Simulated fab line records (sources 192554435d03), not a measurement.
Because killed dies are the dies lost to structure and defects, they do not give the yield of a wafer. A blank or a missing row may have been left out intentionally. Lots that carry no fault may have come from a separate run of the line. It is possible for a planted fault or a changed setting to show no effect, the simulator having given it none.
Chamber matching | flow n5-finfet | rie-diel-01 running N5_BEOL_M10_ETCH_62: 4 sister chambers
The step etches SOC in N2/H2, target depth 110 nm, overetch 22 nm, time 165 s. 4 wafers are shown with their chamber, then 9 later ones without.

== EACH WAFER AND ITS CHAMBER ==
wafer  | chamber | showerhead-plenum-p-Torr (Torr)
L083.2 | 3       | 2.69
L084.1 | 1       | 2.64
L084.3 | 2       | 2.57
L084.4 | 0       | 2.52

== WAFERS MISSING THEIR CHAMBER ==
wafer  | showerhead-plenum-p-Torr (Torr)
L085.3 | 2.56
L085.5 | 2.64
L085.6 | 2.51
L087.2 | 2.56
L087.4 | 2.64
L087.6 | 2.56
L094.4 | 2.63
L094.5 | 2.51
L094.6 | 2.63

== WHICH CHAMBER EACH WENT THROUGH ==
wafer  | from the rows above | in truth
L085.3 | 2                   | 2
L085.5 | 1                   | 1
L085.6 | 0                   | 0
L087.2 | 2                   | 2
L087.4 | 1                   | 1
L087.6 | 2                   | 2
L094.4 | 1                   | 1
L094.5 | 0                   | 0
L094.6 | 1                   | 1
9 of 9 placed correctly. Number that these rows cannot place: 0. Placed wrongly: 0.
How it was worked out, from the rows above alone: a wafer's distance from a chamber is the root of the sum, over the readings, of the square of ((its reading less the chamber's mean) divided by the reading's scatter). If the next closest chamber is less than 2 further off than the closest, the wafer can't be placed; otherwise it belongs to the closest. Each chamber's mean is taken over the wafers shown for it. The scatter (one wafer shown for each chamber): square how far every hidden wafer sits from the nearest shown wafer, average those squares and take the square root.
